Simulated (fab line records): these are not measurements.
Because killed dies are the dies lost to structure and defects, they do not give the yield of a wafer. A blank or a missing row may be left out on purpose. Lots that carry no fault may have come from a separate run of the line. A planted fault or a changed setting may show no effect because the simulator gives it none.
fab line records	flow nand-harc
record: lots: 11	wafers: 33	last-day: 33
route steps=1302 shown A_CHANNEL_HOLE_D2@603 A_CHANNEL_FILL_D2@614
lots with no fault: from the same line, run without faults
start-h: start of the lot's first displayed wafer, in hours after the record's first day	wait-h: hours elapsed since this lot's preceding step	" as in the row above	L1.1+2: a row that stands for several wafers	- no value present, or no start provided	* or withheld: withheld	< > ~ a bound
route shown NAME@n: NAME is a module with steps in the file, n the number in the route of the first one	usual: mean and standard deviation over wafers with no fault	same: alike in all rows	chamber/n: place in a boat	sites: readings site by site	_std_site: the standard deviation of these	_edge_site: outer sites' mean less inner sites'	radius-mm: how far each site lies from the wafer's centre	mask NAME#n: copy n	behind: tool/chamber where the wafer was last shaped	hold: what put the lot on hold/how long, in hours/how the hold closed	device: the n, p or np transistor that did not switch	end of line: the same wafers' tests at the end of the route	a step with no rows: only its recipe	killed: dies lost to structure and defects at the first sort, not the wafer's yield	map: a wafer's dies, marking killed ones x, the rest . and places with no die _
set.NAME: setting as actually run; set.NAME@STEP: the setting as run at that earlier step	model.NAME: the simulator's own value behind a step, which no gauge read
route steps across a sampled set of lots; one table per step, one row per wafer
services: when a tool's chamber went out of use (start-h, in hours from the record's first day, below 0 if earlier), for how many hours, and the reason
== steps ==
step: NHARC_A_CHANNEL_HOLE_D2_ETCH_44
recipe: target-depth-a: 1400	overetch-a: 140	time-s: 77	ion-energy-ev: 100	cf4-flow-sccm: 80	o2-flow-sccm: 20	ar-flow-sccm: 0	rf-w: 300	bias-w: 100	chemistry: CF4/O2
usual: drypump-motor-current-A: 5.6/0.4	oes-product-au: 0.999/0.0076	rf-fwd-power-W: 297.8/1.1	rf-vpp-V: 197.5/1.4	showerhead-plenum-p-Torr: 1.32/0.052	throttle-valve-pct: 13.399/0.009
lot.wafer	tool	chamber	start-h	wait-h	drypump-motor-current-A	oes-product-au	rf-fwd-power-W	rf-hours-counter-h	rf-vpp-V	showerhead-plenum-p-Torr	throttle-valve-pct
L225.3	rie-diel-13	1	329.74	0.1	5.4	0.982	299.8	7	195.9	1.26	13.383
L225.4	"	2	"	"	5.8	0.983	297.9	7	198.5	1.35	13.401
L225.6	"	3	"	"	5.7	0.987	299.1	-	198.0	1.33	13.396
L227.1	rie-diel-11	0	337.09	0.1	6.1	0.999	299.3	5	196.3	1.28	13.412
L227.2	"	2	"	"	4.9	0.998	295.6	4	195.5	1.27	13.397
L227.4	"	3	"	"	6.2	0.994	299.9	5	196.7	1.28	13.394
L230.2	rie-diel-02	2	367.84	0.1	5.3	1.007	296.9	9	195.7	1.28	13.405
L230.1	"	3	"	"	6.2	1.000	297.2	8	199.5	1.40	13.416
L230.4	"	0	"	"	5.6	1.013	298.4	9	198.1	1.37	13.391
L229.2	rie-diel-11	2	372.21	0.1	4.9	1.001	297.6	6	197.1	1.27	13.401
L229.6	"	1	"	"	5.3	0.992	297.5	-	199.2	1.41	13.407
L229.5	"	2	"	"	4.9	1.007	297.7	-	196.0	1.27	13.404
L234.3	rie-diel-02	3	413.19	0.1	6.2	0.987	299.8	0	199.0	1.40	13.420
L234.4	"	0	"	"	5.6	0.997	298.0	0	198.2	1.37	13.400
L234.5	"	1	"	"	5.3	1.006	298.9	-	198.1	1.35	13.414
L236.1	rie-diel-02	0	446.85	0.1	5.6	1.002	297.6	2	198.8	1.36	13.391
L236.4	"	2	"	"	5.3	0.999	298.5	2	196.0	1.28	13.406
L236.5	"	0	"	"	5.5	1.005	297.7	-	198.3	1.36	13.404
L238.1	rie-diel-11	0	466.07	0.1	6.1	0.993	298.2	1	196.1	1.28	13.402
L238.6	"	0	"	"	6.1	1.000	297.7	-	197.6	1.28	13.396
L238.5	"	1	"	"	5.3	1.000	297.8	-	200.0	1.41	13.401
L239.4	rie-diel-13	1	468.92	0.1	5.4	1.000	299.3	7	195.9	1.26	13.383
L239.3	"	0	"	"	5.2	0.998	298.3	7	195.7	1.27	13.406
L239.6	"	1	"	"	5.4	1.011	297.5	-	195.4	1.26	13.400
L240.1	rie-diel-11	0	469.80	0.1	6.1	0.993	301.0	1	195.9	1.28	13.393
L240.3	"	2	"	"	4.9	1.000	297.3	1	195.6	1.27	13.401
L240.6	"	0	"	"	6.1	1.005	298.6	-	197.3	1.28	13.408
L242.4	rie-diel-11	0	491.81	0.1	6.1	1.003	297.9	2	197.2	1.28	13.403
L242.6	"	3	"	"	6.2	1.019	297.8	-	197.3	1.27	13.404
L242.5	"	0	"	"	6.1	0.997	297.7	-	197.1	1.28	13.409
L244.3	rie-diel-11	2	509.51	0.0	4.9	0.996	296.8	2	195.8	1.26	13.403
L244.2	"	3	"	"	6.2	0.998	297.4	2	194.8	1.28	13.395
L244.1	"	0	"	"	6.1	0.992	296.8	3	198.1	1.28	13.394
step: NHARC_A_CHANNEL_FILL_D2_ALD_14
recipe: target-thk-a: 25	pulse-time-s: 10	ald-cycles: 25	temp-c: 300	material: SiO2
usual: heater-power-w: 478/45	precursor-pulse-height-rel: 1.001/0.02
same: pulse-time-s: 10
lot.wafer	tool	chamber	start-h	wait-h	heater-power-w	precursor-pulse-height-rel
L225.3	ald-hk-04	0	337.39	0.3	525	1.018
L225.4	"	1	"	"	403	0.998
L225.6	"	3	"	"	460	1.018
L227.1	ald-hk-02	1	345.73	0.5	464	1.012
L227.4	"	3	"	"	441	1.033
L227.2	"	0	"	"	497	0.964
L230.2	ald-hk-01	0	376.04	0.0	451	1.025
L230.1	"	2	"	"	431	1.035
L230.4	"	3	"	"	455	0.967
L229.2	ald-hk-01	3	380.54	0.2	458	0.976
L229.5	"	0	"	"	450	0.983
L229.6	"	1	"	"	570	1.036
L234.4	ald-hk-01	2	422.79	1.0	438	1.025
L234.3	"	0	"	"	444	1.051
L234.5	"	1	"	"	572	0.991
L236.1	ald-hk-02	1	455.04	0.0	465	0.985
L236.4	"	2	"	"	524	0.991
L236.5	"	1	"	"	467	1.008
L238.1	ald-hk-01	3	474.38	0.2	462	0.992
L238.6	"	0	"	"	450	0.973
L238.5	"	1	"	"	571	0.987
L239.4	ald-hk-02	1	478.44	1.4	460	1.022
L239.3	"	2	"	"	522	1.023
L239.6	"	2	"	"	522	1.020
L240.3	ald-hk-02	0	478.73	1.7	483	0.961
L240.1	"	1	"	"	472	0.966
L240.6	"	3	"	"	447	1.019
L242.4	ald-hk-02	0	500.04	0.2	494	1.009
L242.6	"	1	"	"	469	0.981
L242.5	"	2	"	"	528	0.981
L244.2	ald-hk-01	2	517.47	0.3	442	1.011
L244.3	"	0	"	"	457	1.010
L244.1	"	1	"	"	565	0.980
step: NHARC_A_CHANNEL_FILL_D2_STRIP_28
recipe: time-s: 20	o2-flow-sccm: 500	ar-flow-sccm: 0	bias-w: 0	chemistry: O2
usual: drypump-motor-current-A: 5.5/0.44	oes-product-au: 0.999/0.0084	rf-vpp-V: 57.7/0.84	showerhead-plenum-p-Torr: 3.53/0.12	throttle-valve-pct: 17.037/0.0095
lot.wafer	tool	chamber	start-h	wait-h	drypump-motor-current-A	oes-product-au	rf-hours-counter-h	rf-vpp-V	showerhead-plenum-p-Torr	throttle-valve-pct
L225.3	rie-diel-03	2	354.58	0.1	5.0	0.989	1	56.1	3.40	17.044
L225.4	"	3	"	"	5.0	1.001	1	57.5	3.60	17.060
L225.6	"	0	"	"	6.0	0.997	-	58.6	3.47	17.039
L227.2	rie-diel-06	1	365.49	0.1	5.5	0.997	1	58.2	3.43	17.021
L227.1	"	3	"	"	6.0	0.985	1	56.3	3.45	17.035
L227.4	"	0	"	"	5.2	0.994	1	58.5	3.79	17.042
L230.1	rie-diel-03	1	392.84	0.1	5.7	0.988	2	58.3	3.59	17.040
L230.2	"	3	"	"	5.0	1.012	3	58.3	3.60	17.051
L230.4	"	1	"	"	5.7	0.996	-	57.2	3.59	17.049
L229.2	rie-diel-06	3	399.11	0.1	6.1	0.998	2	57.9	3.45	17.052
L229.5	"	0	"	"	5.1	0.997	-	57.9	3.79	17.044
L229.6	"	1	"	"	5.5	1.007	-	57.4	3.43	17.032
L234.3	rie-diel-01	2	440.04	0.1	5.8	1.015	9	57.2	3.66	17.038
L234.4	"	3	"	"	5.6	1.014	11	57.1	3.37	17.019
L234.5	"	1	"	"	5.3	1.014	-	58.7	3.59	17.039
L236.4	rie-diel-06	3	472.16	0.1	6.1	0.998	5	57.0	3.45	17.034
L236.1	"	2	"	"	5.3	0.993	5	56.1	3.48	17.040
L236.5	"	0	"	"	5.1	0.991	-	57.6	3.79	17.030
L238.1	rie-diel-01	0	491.78	0.1	6.5	1.015	22	57.6	3.51	17.028
L238.5	"	1	"	"	5.3	1.009	-	58.2	3.58	17.034
L238.6	"	2	"	"	5.8	1.016	-	57.3	3.66	17.027
L240.1	rie-diel-01	3	501.17	0.1	5.5	1.011	20	56.1	3.36	17.031
L240.3	"	2	"	"	5.9	1.003	21	58.6	3.66	17.054
L240.6	"	3	"	"	5.5	1.010	-	57.6	3.36	17.027
L239.3	rie-diel-03	3	501.17	0.1	5.0	1.002	1	58.1	3.60	17.041
L239.4	"	1	"	"	5.7	1.003	1	58.7	3.59	17.030
L239.6	"	2	"	"	5.0	1.012	-	56.7	3.39	17.026
L242.4	rie-diel-03	3	517.95	0.1	5.0	0.995	2	58.4	3.60	17.038
L242.5	"	2	"	"	5.0	1.007	-	55.4	3.39	17.028
L242.6	"	3	"	"	5.0	0.994	-	57.6	3.60	17.036
L244.1	rie-diel-03	2	537.86	0.1	5.0	1.000	2	57.2	3.39	17.035
L244.2	"	3	"	"	5.0	0.990	3	59.8	3.60	17.017
L244.3	"	0	"	"	6.0	0.998	3	58.4	3.47	17.055
step: NHARC_A_CHANNEL_FILL_D2_ETCHBACK_08
recipe: target-depth-a: 2200	time-s: 110	c4f8-flow-sccm: 20	ar-flow-sccm: withheld	rf-w: 600	bias-w: 300	chemistry: C4F8
usual: oes-product-au: 0.96/0.038	rf-fwd-power-W: 596.6/2.1	rf-vpp-V: 440.6/2	run-length-s: 131.2/0.52
lot.wafer	tool	chamber	start-h	wait-h	oes-product-au	rf-fwd-power-W	rf-hours-counter-h	rf-vpp-V	run-length-s
L225.3	rie-diel-03	1	371.48	-	0.92	596.0	2	442.2	130.5
L225.4	"	2	"	"	0.92	598.7	2	439.2	130.7
L225.6	"	2	"	"	0.92	595.9	-	439.8	130.5
L227.2	rie-diel-06	3	382.88	-	0.93	596.9	2	438.4	132.0
L227.4	"	0	"	"	0.93	592.7	2	446.3	131.0
L227.1	"	1	"	"	0.91	594.5	2	439.9	131.0
L230.1	rie-diel-03	1	409.58	-	0.92	595.1	3	442.0	130.5
L230.4	"	2	"	"	0.98	597.5	2	438.8	130.7
L230.2	"	0	"	"	0.92	596.3	3	439.2	132.0
L229.2	rie-diel-06	2	420.88	-	0.92	599.3	3	438.8	131.5
L229.5	"	2	"	"	0.92	599.2	-	439.2	130.9
L229.6	"	3	"	"	0.93	594.3	-	438.4	132.1
L234.3	rie-diel-06	0	459.26	-	0.99	597.4	4	446.1	131.0
L234.4	"	2	"	"	0.99	599.2	4	440.7	130.9
L234.5	"	3	"	"	0.99	594.6	-	439.2	131.6
L236.4	rie-diel-03	3	491.02	-	1.00	595.9	1	441.6	131.7
L236.1	"	0	"	"	1.00	600.1	1	441.7	132.0
L236.5	"	0	"	"	1.00	597.4	-	439.0	132.5
L238.1	rie-diel-03	2	508.54	-	1.01	596.6	2	438.9	130.8
L238.6	"	1	"	"	0.99	598.5	-	441.9	202.3
L238.5	"	2	"	"	1.01	599.4	-	437.3	130.7
L240.1	rie-diel-06	3	518.44	-	0.97	595.4	0	440.0	132.0
L240.3	"	1	"	"	0.96	594.8	0	437.6	131.1
L240.6	"	1	"	"	0.96	593.0	-	438.7	131.4
L239.4	rie-diel-03	0	518.49	-	0.90	595.8	2	439.2	131.8
L239.3	"	1	"	"	0.92	596.2	2	441.7	202.5
L239.6	"	3	"	"	0.92	594.8	-	440.4	131.5
L242.4	rie-diel-06	3	538.36	-	0.99	597.9	1	440.2	131.7
L242.5	"	2	"	"	0.99	597.1	-	439.1	131.5
L242.6	"	3	"	"	0.99	597.6	-	438.9	131.9
L244.3	rie-diel-01	3	557.58	-	1.02	593.1	33	436.8	130.5
L244.2	"	1	"	"	1.01	596.5	36	442.0	131.5
L244.1	"	2	"	"	1.01	598.0	30	443.6	132.4
== services ==
tool	chamber	start-h	hours	kind
rie-diel-06	-	307.20	9.0	pm
rie-diel-02	2	310.91	4.4	repair
rie-diel-02	3	325.93	22.6	repair
rie-diel-01	1	332.95	14.2	repair
rie-diel-13	-	342.00	9.0	pm
ald-hk-02	-	349.63	10.0	pm
rie-diel-01	-	381.11	9.0	pm
rie-diel-02	-	381.22	0.2	repair
rie-diel-03	2	384.41	11.2	repair
rie-diel-02	-	393.70	9.0	pm
rie-diel-06	-	403.19	0.2	repair
rie-diel-01	0	412.10	2.8	repair
rie-diel-11	-	432.50	9.0	pm
rie-diel-03	1	454.16	3.1	repair
rie-diel-03	-	458.31	9.0	pm
rie-diel-01	3	459.02	14.2	repair
rie-diel-01	2	465.57	5.0	repair
ald-hk-01	-	475.62	10.0	pm
rie-diel-03	2	479.08	3.6	repair
rie-diel-03	-	483.24	1.3	repair
rie-diel-06	-	484.20	9.0	pm
rie-diel-06	0	504.02	19.2	repair
rie-diel-11	2	511.13	1.7	repair
ald-hk-02	-	527.63	10.0	pm
== key ==
first-sign: step: NHARC_A_CHANNEL_FILL_D2_ETCHBACK_08	reading: run-length-s	direction: up	sigmas: 99+	usual: *	struck: *
effect none on later readings
met-at NHARC_A_CHANNEL_FILL_D2_ETCHBACK_08
struck-lots L238,L239
struck-wafers L238.6,L239.3
tester-left-out L238,L239
not-acting-at NHARC_A_CHANNEL_HOLE_D2_ETCH_44,NHARC_A_CHANNEL_FILL_D2_ALD_14,NHARC_A_CHANNEL_FILL_D2_STRIP_28
onset-between 409.58 508.54
fault: kind: process-parameter-drift	tool: rie-diel-03	chamber: 1	onset-h: 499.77	steps: NHARC_A_CHANNEL_FILL_D2_ETCHBACK_08	channel: time-s	offset: *	shape: step	end-h: 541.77	acts-in: *	stated: *
tester-left-out: of these lots the tester's yield and bins aren't shown, on N5 and GAA mostly nor the transistor test; their killed dies are dies lost to structure and defects alone, not to doping, threshold or leakage, so they don't give the yield
